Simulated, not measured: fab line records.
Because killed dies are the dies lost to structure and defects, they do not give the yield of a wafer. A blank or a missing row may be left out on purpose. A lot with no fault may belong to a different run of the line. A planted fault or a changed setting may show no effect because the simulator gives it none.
One fault through the eyes of 2 desks / flow n5 finfet / every desk sees just its own numbers, and what lay behind them comes last

## AT THE METROLOGY DESK
Lot by lot, what the gauges showed, no matter which tool ran the lot: averages of those sampled wafers that carry a number. A lot is out of limits, marked OUT, if its mean lies more than 4 standard deviations from the usual mean; the brackets give that distance.
Columns: A = cd nm at N5_BEOL_M15_CD_MEAS_17, usual 361.3 nm
lot=L413; first seen here=day 12 09:22; A=361.6
lot=L416; first seen here=day 12 17:59; A=362.7
lot=L418; first seen here=day 12 20:26; A=360.4
lot=L414; first seen here=day 12 22:55; A=358.6
lot=L417; first seen here=day 13 10:49; A=363.6
lot=L420; first seen here=day 13 19:10; A=361.1
lot=L426; first seen here=day 17 11:49; A=361.2
lot=L432; first seen here=day 18 03:01; A=360.0
lot=L430; first seen here=day 18 15:47; A=361.1
lot=L436; first seen here=day 19 00:25; A=360.0
lot=L435; first seen here=day 19 20:25; A=360.7
Finding of this desk: none of the 11 lots has anything out of limits.

## DESK OF THE TOOL OWNER: litho track-04
The tool's own readings at N5_BEOL_M15_COAT_60 (time 60 s, resist thk 89 nm): means of the sampled wafers that have a number, for each lot that ran on this tool. A lot is out of limits, marked OUT, if its mean lies more than 4 standard deviations from the usual mean; the brackets give that distance.
Columns: A = spin speed rpm at N5_BEOL_M15_COAT_60, usual 1500.1 rpm
lot=L413; first seen here=day 12 09:59; A=1501.0
lot=L416; first seen here=day 12 18:37; A=1501.3
lot=L418; first seen here=day 12 21:02; A=1499.9
lot=L417; first seen here=day 13 11:25; A=1500.3
lot=L426; first seen here=day 17 12:38; A=1828.6 (+99 or more) OUT
lot=L430; first seen here=day 18 16:25; A=1828.7 (+99 or more) OUT
This desk's finding: out of limits on L426, L430; first on L426, day 17 12:38 (spin speed rpm at N5_BEOL_M15_COAT_60). L413, L416, L418, L417: within limits.

## PUT TOGETHER
The tool owner's desk had the chance to raise an alarm at day 17 12:38 on L426, L430.
Metrology desk: nothing out of limits seen.
The metrology desk holds a record of L426, L430, inside its limits.
N5_BEOL_M15_COAT_60 was run on litho track-04 by each of the lots named.

## WHAT THE SIMULATOR PUT IN
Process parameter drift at N5_BEOL_M15_COAT_60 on litho track-04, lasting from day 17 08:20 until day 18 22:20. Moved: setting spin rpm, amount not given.
Lots struck among those shown: L426, L430.
How many hours passed from the start of the fault until each desk's first out-of-limits reading: the tool owner's desk, 4.
